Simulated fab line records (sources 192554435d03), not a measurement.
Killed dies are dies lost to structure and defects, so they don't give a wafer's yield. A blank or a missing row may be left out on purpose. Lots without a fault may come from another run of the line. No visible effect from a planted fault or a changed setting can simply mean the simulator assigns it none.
Split-lot trial    flow n5_finfet    7 lots, 21 wafers read, on a route of 1938 steps

## SPLIT DETAILS
At N5_FIN_SAQP_COAT_10 (resist thk 90 nm), the setting spin_rpm was moved away from the recipe's 1500 rpm on 7 of the 21 wafers read, by -10.6% to +9.4%. All remaining wafers had this setting at the recipe value.

The reading is taken at the split's own step.

## THE READING
CAR-ArF_of_FIN_SAQP_COAT_10.thk_nm (the simulator's own value, which no gauge read), in nm, at N5_FIN_SAQP_COAT_10 (resist thk 90 nm). There is no usual value for it anywhere in the file. The 14 wafers here that ran the recipe average 89.87 nm, standard deviation 0.26 nm.

wafer   tool, chamber at the split  spin_rpm as run, rpm  against the recipe  CAR-ArF_of_FIN_SAQP_COAT_10.thk_nm, nm  against lot-mates on the recipe
L077.3  litho_track-03, 0           1570                  +4.7%               87.42                                   no lot-mate on the recipe
L077.5  litho_track-03, 0           1570                  +4.7%               87.37                                   no lot-mate on the recipe
L077.6  litho_track-03, 0           1570                  +4.7%               87.31                                   no lot-mate on the recipe
L079.1  litho_track-05, 0           1500                  recipe              89.43                                   -
L079.2  litho_track-05, 0           1500                  recipe              89.36                                   -
L079.4  litho_track-05, 0           1500                  recipe              89.63                                   -
L084.2  litho_track-03, 0           1500                  recipe              89.83                                   -
L084.4  litho_track-03, 0           1500                  recipe              89.83                                   -
L084.6  litho_track-03, 0           1500                  recipe              90.02                                   -
L087.1  litho_track-03, 0           1500                  recipe              89.77                                   -
L087.4  litho_track-03, 0           1341                  -10.6%              95.18                                   +5.41
L087.6  litho_track-03, 0           1341                  -10.6%              95.21                                   +5.44
L089.1  litho_track-03, 0           1500                  recipe              90.01                                   -
L089.4  litho_track-03, 0           1500                  recipe              89.95                                   -
L089.5  litho_track-03, 0           1500                  recipe              89.76                                   -
L091.3  litho_track-03, 0           1641                  +9.4%               85.91                                   -4.18
L091.4  litho_track-03, 0           1500                  recipe              90.09                                   -
L091.6  litho_track-03, 0           1641                  +9.4%               85.69                                   -4.40
L097.2  litho_track-03, 0           1500                  recipe              90.28                                   -
L097.4  litho_track-03, 0           1500                  recipe              90.1                                    -
L097.6  litho_track-03, 0           1500                  recipe              90.13                                   -

THE FIT
A straight line over all 21 wafers: CAR-ArF_of_FIN_SAQP_COAT_10.thk_nm changes by -0.482 nm for each +1% of spin_rpm; r = -0.99; the points scatter about the line by 0.29 nm.
The same after taking each lot's own level away (the mean of its wafers on the recipe; 18 wafers): -0.487 nm for each +1%; r = -1.00; scatter 0.15 nm.
That fit puts the effect of the largest move of spin_rpm on the reading at 5.2 nm.
Measured against the standard deviation above, the lots' own levels, which go from 89.473 to 90.170 nm, span 2.7 times it.
The two slopes are in agreement: the lot-to-lot level therefore moves the slope only a little.
Check: with one of the wafers moved furthest among these (-10.6%) left out of the fit, the line predicts +5.13 nm for it against its lot-mates. It came out at +5.41 nm against them.

## ADDITIONAL SPLITS CARRIED BY THESE WAFERS
Before the reading, these wafers also passed through other splits. Each is held against what the fit with the lots' levels taken away leaves over:
other split on the same wafers  wafers away from the commonest value  r with CAR-ArF_of_FIN_SAQP_COAT_10.thk_nm (lot level and that fit taken away)
N5_WELL_APT_COAT_02 spin_rpm    8                                     +0.27
N5_FIN_SAQP_HM_DEP_03 time_s    4                                     +0.15

## FILE'S OWN FIT
CAR-ArF_of_FIN_SAQP_COAT_10.thk_nm changes by -0.487 nm for each +1% of spin_rpm, r = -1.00.
